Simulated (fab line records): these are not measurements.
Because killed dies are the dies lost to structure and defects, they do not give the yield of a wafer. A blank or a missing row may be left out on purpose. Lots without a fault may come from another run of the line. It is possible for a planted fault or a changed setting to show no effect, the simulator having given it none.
A struck lot beside a sound one	flow nandHarc	13 steps out of a route of 1159
Sound: these wafers, L870.1, L870.2, L870.6. Wafers L882.1, L882.2, L882.6 were the ones struck. Last of all comes the cause.
At each step with rows: each side's tool, then ch and its chambers, then its first start. Under that, the readings that differ: sound wafers	struck wafers	difference of the means	sigmas: that difference in standard deviations of wafers without a fault.
alike: same words and numbers on both sides, and readings whose means sit less than 2 such deviations apart. not compared: any withheld reading, any reading some wafer has no value for, any bound like >300 that may hide the same value, and any number with overlapping values for which the record gives no deviation.
Wherever a step has rows on one side only, a row that says differs or no value, or a row with sigmas, the two part there. Non-overlapping numbers with no deviation appear without sigmas and do not part them. Lack of a reading on every wafer of one side parts them only where that side has two or more wafers.

first, 4 steps without rows for these wafers: NHARC_A_STAIRCASE_PEB_182 (peb time 130 s); NHARC_A_STAIRCASE_DEVELOP_183 (time 140 s); NHARC_A_STAIRCASE_HARDBAKE_185 (time 140 s); NHARC_A_STAIRCASE_DESCUM_186 (chemistry O2, time 3 s).
NHARC_A_STAIRCASE_TRIM_187: chemistry O2, time 211.2 s.
  sound on rieDiel-09 ch 2,3, day 12 00:29; struck on rieDiel-09 ch 0,1, day 15 10:48
  alike: drypumpMotorCurrentA, o2FlowSccm, oesProductAu, rfVppV, showerheadPlenumPTorr, throttleValvePct
  not compared: rfHoursCounterH
NHARC_A_STAIRCASE_ETCH_188: etches the open film in C4F8/O2, target depth 100 nm, time 40.5 s.
  sound on rieDiel-09 ch 1,2,3; struck on rieDiel-09 ch 0,1,3
  alike: biasW, oesProductAu, rfVppV
  not compared: rfHoursCounterH
NHARC_A_STAIRCASE_TRIM_189: chemistry O2, time 211.2 s.
  sound on rieDiel-09 ch 0,2,3; struck on rieDiel-09 ch 1,3
  alike: drypumpMotorCurrentA, o2FlowSccm, oesProductAu, rfVppV, showerheadPlenumPTorr, throttleValvePct
  not compared: rfHoursCounterH
NHARC_A_STAIRCASE_ETCH_190: etches the open film in C4F8/O2, target depth 100 nm, time 40.5 s.
  sound on rieDiel-09 ch 1,2; struck on rieDiel-09 ch 0,2,3
  alike: biasW, oesProductAu, rfVppV
  not compared: rfHoursCounterH
then, 1 step without rows for these wafers: NHARC_A_STAIRCASE_TRIM_191 (chemistry O2, time 211.2 s).
NHARC_A_STAIRCASE_ETCH_192: etches the open film in C4F8/O2, target depth 100 nm, time 40.5 s.
  sound on rieDiel-09 ch 0,1; struck on rieDiel-09 ch 0,2,3
  alike: biasW, oesProductAu, rfVppV
  not compared: rfHoursCounterH
then, 1 step without rows for these wafers: NHARC_A_STAIRCASE_TRIM_193 (chemistry O2, time 211.2 s).
NHARC_A_STAIRCASE_ETCH_194: etches the open film in C4F8/O2, target depth 100 nm, time 40.5 s.
  sound on rieDiel-09 ch 0,1,2, day 12 01:26; struck on rieDiel-09 ch 0,1,3, day 15 11:47
reading	sound	struck	difference	sigmas
oesProductAu (a.u.)	0.960 0.936 0.937	1.160 1.187 1.156	+0.223	+26
  alike: biasW, rfVppV
  not compared: rfHoursCounterH
-- record jumps: 8 days between struck wafers' starts before vs after; left off in module A_STAIRCASE, resumes in module END, first step shown is number 1159 of the route --
NHARC_END_SORT_01:
  here the record holds rows for the struck wafers (prober-02 ch 0, day 23 11:04) but none for the sound ones

== WHERE THEY PART ==
Last at NHARC_END_SORT_01 as far as this record goes, first at NHARC_A_STAIRCASE_ETCH_194.

WHY: what the simulator had put in
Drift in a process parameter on rieDiel-09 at NHARC_A_STAIRCASE_ETCH_194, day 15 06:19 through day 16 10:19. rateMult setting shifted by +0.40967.
